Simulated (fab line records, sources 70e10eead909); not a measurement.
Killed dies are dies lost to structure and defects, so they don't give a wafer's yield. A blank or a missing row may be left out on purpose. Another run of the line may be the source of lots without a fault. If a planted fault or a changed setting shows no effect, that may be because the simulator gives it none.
A lot that was struck, set against a sound lot	flow nand harc	15 steps out of a route of 1302
Sound: wafers L766.3, L766.4, L766.5. The struck wafers were L764.1, L764.4, L764.6. Last of all comes the cause.
Per side, at each step with rows, come the tool, then ch with its chambers, and then its first start. Under that, the readings that differ: sound wafers	struck wafers	difference of the means	sigmas: that difference in standard deviations of wafers without a fault.
alike: a reading whose means differ by less than 2 such deviations, as well as words and numbers matching on both sides. not compared: withheld readings; readings where some wafer has no value; bounds like >300 that might hide an equal value; numbers whose values overlap and for which the record gives no deviation.
The two part at a step that has a row with sigmas, a row that says differs or no value, or rows on one side only. Non-overlapping numbers with no deviation appear without sigmas and do not part them. A reading missing from all wafers of one side parts the sides only when that side holds two or more wafers.

NHARC_P_M2_PRE_CLEAN_30: time 30 s.
  sound on pvd sputter-01; struck on pvd sputter-03
  alike: heater power w
NHARC_P_M2_PVD_20: deposits TaN, target thk 5 nm, time 8.06 s.
  sound on pvd sputter-01; struck on pvd sputter-03
  alike: substrate temp c, throttle valve pct
then, 3 steps without rows for these wafers: NHARC_P_M2_PVD_21 (deposits Cu, target thk 30 nm, time 20.49 s); NHARC_P_M2_ECD_22 (material Cu, target thk 400 nm); NHARC_P_M2_ANNEAL_31 (time 90 s).
NHARC_P_M2_CMP_23: polishes, t overpolish 20 s, target thk 144.3 nm.
  sound on cmp-02 ch 0,1,2, day 12 18:16; struck on cmp-01 ch 0,2,3, day 11 21:29
  alike: motor current A, time to endpoint s
NHARC_P_M2_THK_MEAS_24: measures by xrf.
  sound: film metro-01 at day 12 18:31; struck: film metro-01 at day 11 21:47
  alike: thk nm
then, 1 step without rows for these wafers: NHARC_P_M2_SRD_25.
NHARC_P_M2_INSPECT_27:
  sound: defect inspect-02 at day 12 18:40; struck: defect inspect-01 at day 11 21:57
  alike: raw defect count
NHARC_P_M2_PRE_CLEAN_32: time 12 s.
  sound on pecvd-01 ch 0,1, day 12 18:44; struck on pecvd-01 ch 0,1,2, day 11 22:02
  alike: heater power w
NHARC_P_M2_DEP_33: deposits SiCN, target thk 30 nm.
  sound on pecvd-01 ch 0,1, day 12 18:49; struck on pecvd-01 ch 0,1,2, day 11 22:08
  alike: chamber pressure Torr, heater power outer w, heater power w
NHARC_P_BONDPAD_DEP_00: deposits SiCN, target thk 250 nm.
  sound on pecvd-02 ch 0,2, day 12 19:16; struck on pecvd-03 ch 0,1,2, day 11 22:31
  no value came back on the struck wafers for chamber pressure Torr (Torr), heater power outer w (W), heater power w (W); on the sound wafers chamber pressure Torr (Torr) reads 3.001 3.003 2.999
then, 2 steps without rows for these wafers: NHARC_P_BONDPAD_CMP_32 (polishes SiCN, target thk 200 nm); NHARC_P_BONDPAD_SRD_34.
-- record jumps: 18 days between struck wafers' starts before vs after; left off in module P_BONDPAD, resumes in module END, first step shown is number 1302 of the route --
NHARC_END_SORT_01:
  sound on prober-01 ch 0, day 30 16:31; struck on prober-02 ch 0, day 29 23:57
reading	sound	struck	difference	sigmas
defect limited yield (%)	88.5 90.3 91.1	0 0 0	-90	-36
killed at periphery	5 9 8	599 614 602	+598	+99 or more
killed dies	78 66 60	677 677 677	+609	+36
killed open	7 9 6	1 5 1	-5	-2
  alike: killed at array, killed at other, killed short

WHERE THEY PART
Earliest at NHARC_P_BONDPAD_DEP_00; latest, in this record, at NHARC_END_SORT_01.

WHY: whatever the simulator had introduced
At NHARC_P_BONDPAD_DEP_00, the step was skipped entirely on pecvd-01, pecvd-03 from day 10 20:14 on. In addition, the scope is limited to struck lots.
